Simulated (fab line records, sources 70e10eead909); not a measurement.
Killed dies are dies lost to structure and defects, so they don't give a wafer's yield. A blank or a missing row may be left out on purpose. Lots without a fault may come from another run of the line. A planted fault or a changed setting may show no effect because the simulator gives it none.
Which tool did it? | flow nand_harc | 14 lots, 42 wafers sampled, at 6 steps of a route of 1302

WHAT THE GAUGES READ, wafer by wafer
NHARC_A_START_INSPECT_01. Usual: raw_defect_count 3.2, standard deviation 1.9.
lot  | measured     | on                | raw_defect_count | flag
L823 | day 6 13:10  | defect_inspect-01 | 2 2 8            |
L826 | day 7 23:41  | defect_inspect-02 | 5 4 1            |
L827 | day 8 08:28  | defect_inspect-02 | 4 1 2            |
L828 | day 8 18:35  | defect_inspect-01 | 5 4 4            |
L830 | day 9 23:15  | defect_inspect-02 | 3 6 3            |
L832 | day 10 17:26 | defect_inspect-02 | 3 3 2            |
L834 | day 11 09:17 | defect_inspect-01 | 1 2 4            |
L838 | day 13 04:17 | defect_inspect-01 | 1 2 4            |
L841 | day 14 10:55 | defect_inspect-01 | 2 1 4            |
L842 | day 14 11:11 | defect_inspect-02 | 3 2 4            |
L843 | day 14 20:32 | defect_inspect-01 | 3 3 4            |
L844 | day 15 09:50 | defect_inspect-02 | 1 0 4            |
L845 | day 16 00:09 | defect_inspect-02 | 5 6 3            |
L846 | day 16 08:05 | defect_inspect-01 | 3 6 5            |

NHARC_A_ZERO_WELL_CD_MEAS_10: target cd 2000 nm. Usual: cd_nm 2000.5 nm, standard deviation 1.6.
lot  | measured     | on        | cd_nm (nm)           | flag
L823 | day 6 13:53  | cd_sem-02 | 2001.4 2003.3 2003.7 |
L826 | day 8 00:33  | cd_sem-02 | 1999.7 2000.0 1998.9 |
L827 | day 8 09:11  | cd_sem-03 | 2002.5 2002.8 2002.2 |
L828 | day 8 19:18  | cd_sem-01 | 1997.2 1997.6 1999.1 |
L830 | day 9 23:58  | cd_sem-01 | 1997.4 1998.2 2000.3 |
L832 | day 10 18:16 | cd_sem-01 | 1998.9 2000.9 1998.5 |
L834 | day 11 10:08 | cd_sem-03 | 2001.3 2002.8 2000.2 |
L838 | day 13 05:07 | cd_sem-01 | 1999.9 2000.8 1998.9 |
L841 | day 14 11:49 | cd_sem-03 | 2001.4 1999.7 2001.0 |
L842 | day 14 12:02 | cd_sem-02 | 1999.1 1999.6 1999.5 |
L843 | day 14 21:23 | cd_sem-01 | 2000.8 1999.1 2000.6 |
L844 | day 15 10:40 | cd_sem-01 | 1999.8 1999.8 2000.5 |
L845 | day 16 00:59 | cd_sem-03 | 2003.2 2001.9 2000.7 |
L846 | day 16 08:49 | cd_sem-02 | 2000.5 2001.3 1998.8 |

NHARC_A_ONON_D1_THK_MEAS_05: measures by ellipsometry. Usual: thk_nm 999 nm, standard deviation 10.
lot  | measured     | on            | thk_nm (nm)                   | flag
L823 | day 7 11:44  | film_metro-01 | 986 985 985                   |
L826 | day 8 23:46  | film_metro-02 | 1015 1015 1016                |
L827 | day 9 08:25  | film_metro-02 | 989 989 988                   |
L828 | day 9 23:43  | film_metro-01 | 1008 1007 1008                |
L830 | day 11 02:53 | film_metro-02 | 1657 1658 1656 1656 1656 1659 | OFF
L832 | day 11 18:58 | film_metro-01 | 1676 1675 1675 1677 1675 1677 | OFF
L834 | day 12 08:13 | film_metro-01 | 1670 1668 1669 1669 1670 1670 | OFF
L838 | day 14 05:37 | film_metro-02 | 1005 1004 1005                |
L841 | day 15 10:31 | film_metro-01 | 999 999 998                   |
L842 | day 15 10:31 | film_metro-02 | 991 991 990                   |
L843 | day 15 21:05 | film_metro-01 | 1005 1003 1004                |
L844 | day 16 08:35 | film_metro-01 | 993 993 993                   |
L845 | day 16 23:28 | film_metro-01 | 1002 1000 1003                |
L846 | day 17 08:00 | film_metro-02 | 990 990 991                   |

NHARC_END_SORT_01. Usual: defect_limited_yield 91.1 %, standard deviation 2.9; killed_at_array 55, standard deviation 20; killed_at_other 1.1, standard deviation 1.2; killed_at_periphery 3.8, standard deviation 2.8; killed_dies 60, standard deviation 19; killed_open 3.4, standard deviation 1.9; killed_short 2.2, standard deviation 1.5.
lot  | measured     | on        | defect_limited_yield (%) | killed_at_array | killed_at_other | killed_at_periphery | killed_dies | killed_open | killed_short | flag
L826 | day 24 23:22 | prober-01 | 89.5 91.9 89.7           | 61 49 58        | 0 0 0           | 10 6 12             | 71 55 70    | 6 4 7       | 2 3 3        |
L842 | day 32 01:16 | prober-02 | 90.1 90.0 92.6           | 61 62 46        | 0 0 1           | 6 6 3               | 67 68 50    | 6 6 2       | 2 1 2        |
L843 | day 32 07:53 | prober-01 | 89.4 89.1 90.0           | 65 66 58        | 1 1 2           | 6 7 8               | 72 74 68    | 6 5 6       | 1 1 3        |

WHICH TOOL RAN EACH LOT (tool, then ch and the chambers of the sampled wafers, then the start)
lot  | NHARC_A_ZERO_WELL_DESCUM_12        | NHARC_A_ONON_D1_DEP_03
L823 | rie_diel-03 ch 0,1,3, day 6 14:02  | pecvd_onon-02 ch 0, day 7 11:13
L826 | rie_diel-05 ch 0,2, day 8 00:43    | pecvd_onon-01 ch 0, day 8 23:19
L827 | rie_diel-05 ch 2,3, day 8 09:20    | pecvd_onon-04 ch 0, day 9 07:55
L828 | rie_diel-03 ch 0,1,2, day 8 19:28  | pecvd_onon-01 ch 0, day 9 23:16
L830 | rie_diel-03 ch 2,3, day 10 00:07   | pecvd_onon-04 ch 0, day 11 02:29
L832 | rie_diel-03 ch 2,3, day 10 18:26   | pecvd_onon-04 ch 0, day 11 18:31
L834 | rie_diel-05 ch 0,1,3, day 11 10:17 | pecvd_onon-04 ch 0, day 12 07:43
L838 | rie_diel-03 ch 1,2,3, day 13 05:17 | pecvd_onon-02 ch 0, day 14 05:07
L841 | rie_diel-03 ch 0,1,2, day 14 11:59 | pecvd_onon-02 ch 0, day 15 10:00
L842 | rie_diel-06 ch 0,2,3, day 14 12:11 | pecvd_onon-01 ch 0, day 15 10:00
L843 | rie_diel-06 ch 0,3, day 14 21:33   | pecvd_onon-01 ch 0, day 15 20:34
L844 | rie_diel-03 ch 0,1, day 15 10:49   | pecvd_onon-04 ch 0, day 16 08:08
L845 | rie_diel-03 ch 1,2, day 16 01:08   | pecvd_onon-04 ch 0, day 16 22:57
L846 | rie_diel-03 ch 1,2, day 16 08:58   | pecvd_onon-01 ch 0, day 17 07:33
- NHARC_A_ZERO_WELL_DESCUM_12: chemistry O2, time 3 s.
- NHARC_A_ONON_D1_DEP_03: target thk 1000 nm.

WHAT THE TOOLS THEMSELVES READ (means of the sampled wafers that have a number; where no wafer has one, the mark that the record gives instead)
NHARC_A_ZERO_WELL_DESCUM_12. Usual: drypump_motor_current_A 5.7 A, standard deviation 0.46; oes_product_au 1.002 a.u., standard deviation 0.0099; rf_vpp_V 57.6 V, standard deviation 0.92; showerhead_plenum_p_Torr 1.87 Torr, standard deviation 0.097; throttle_valve_pct 11.312 %, standard deviation 0.008.
lot  | tool        | drypump_motor_current_A (A) | oes_product_au (a.u.) | rf_vpp_V (V) | showerhead_plenum_p_Torr (Torr) | throttle_valve_pct (%) | flag
L823 | rie_diel-03 | 5.7                         | 0.995                 | 57.5         | 1.82                            | 11.307                 |
L826 | rie_diel-05 | 5.6                         | 0.997                 | 57.0         | 1.86                            | 11.311                 |
L827 | rie_diel-05 | 5.7                         | 1.008                 | 57.5         | 1.83                            | 11.318                 |
L828 | rie_diel-03 | 5.5                         | 1.007                 | 56.7         | 1.81                            | 11.308                 |
L830 | rie_diel-03 | 5.2                         | 0.992                 | 57.4         | 1.81                            | 11.310                 |
L832 | rie_diel-03 | 5.2                         | 1.006                 | 57.3         | 1.81                            | 11.312                 |
L834 | rie_diel-05 | 5.9                         | 1.006                 | 58.3         | 2.01                            | 11.310                 |
L838 | rie_diel-03 | 5.3                         | 1.007                 | 56.1         | 1.81                            | 11.304                 |
L841 | rie_diel-03 | 5.5                         | 0.999                 | 57.5         | 1.81                            | 11.314                 |
L842 | rie_diel-06 | 5.5                         | 1.010                 | 57.8         | 1.92                            | 11.315                 |
L843 | rie_diel-06 | 5.7                         | 0.998                 | 57.6         | 1.85                            | 11.309                 |
L844 | rie_diel-03 | 5.5                         | 1.009                 | 57.0         | 1.80                            | 11.312                 |
L845 | rie_diel-03 | 5.1                         | 1.014                 | 56.9         | 1.79                            | 11.308                 |
L846 | rie_diel-03 | 5.1                         | 1.008                 | 56.6         | 1.79                            | 11.314                 |

NHARC_A_ONON_D1_DEP_03. Usual: susceptor_temp_C 399.99 C, standard deviation 0.18.
lot  | tool          | susceptor_temp_C (C) | flag
L823 | pecvd_onon-02 | 399.91               |
L826 | pecvd_onon-01 | 400.06               |
L827 | pecvd_onon-04 | 399.88               |
L828 | pecvd_onon-01 | 400.01               |
L830 | pecvd_onon-04 | 400.03               |
L832 | pecvd_onon-04 | 400.19               |
L834 | pecvd_onon-04 | 399.88               |
L838 | pecvd_onon-02 | 399.91               |
L841 | pecvd_onon-02 | 399.98               |
L842 | pecvd_onon-01 | 400.20               |
L843 | pecvd_onon-01 | 399.76               |
L844 | pecvd_onon-04 | 399.94               |
L845 | pecvd_onon-04 | 400.25               |
L846 | pecvd_onon-01 | 399.93               |

THE ANSWER, worked out from the rows above alone
Rule: a lot is off if the mean of its wafers that have a number lies more than 3 standard deviations from the usual mean. A lot without any number at a reading at which 4 lots or more have one is off too. The other lots that the step has rows for count as sound. The gauges are gone through in route order, then the tools' own readings, and for those a lot's mean is taken as printed above. The first step at which some lot is off is used, and at that step the reading that is off furthest; a lot without a number counts as furthest.
Off: L830, L832, L834, at NHARC_A_ONON_D1_THK_MEAS_05 (thk_nm).
A tool fits if, at a process step before that reading, it ran every lot that is off, and no sound lot after the first of them. The gauges at NHARC_A_ONON_D1_THK_MEAS_05 are tried like those tools. None of those tried fits.

WHAT THE SIMULATOR HAD PUT IN
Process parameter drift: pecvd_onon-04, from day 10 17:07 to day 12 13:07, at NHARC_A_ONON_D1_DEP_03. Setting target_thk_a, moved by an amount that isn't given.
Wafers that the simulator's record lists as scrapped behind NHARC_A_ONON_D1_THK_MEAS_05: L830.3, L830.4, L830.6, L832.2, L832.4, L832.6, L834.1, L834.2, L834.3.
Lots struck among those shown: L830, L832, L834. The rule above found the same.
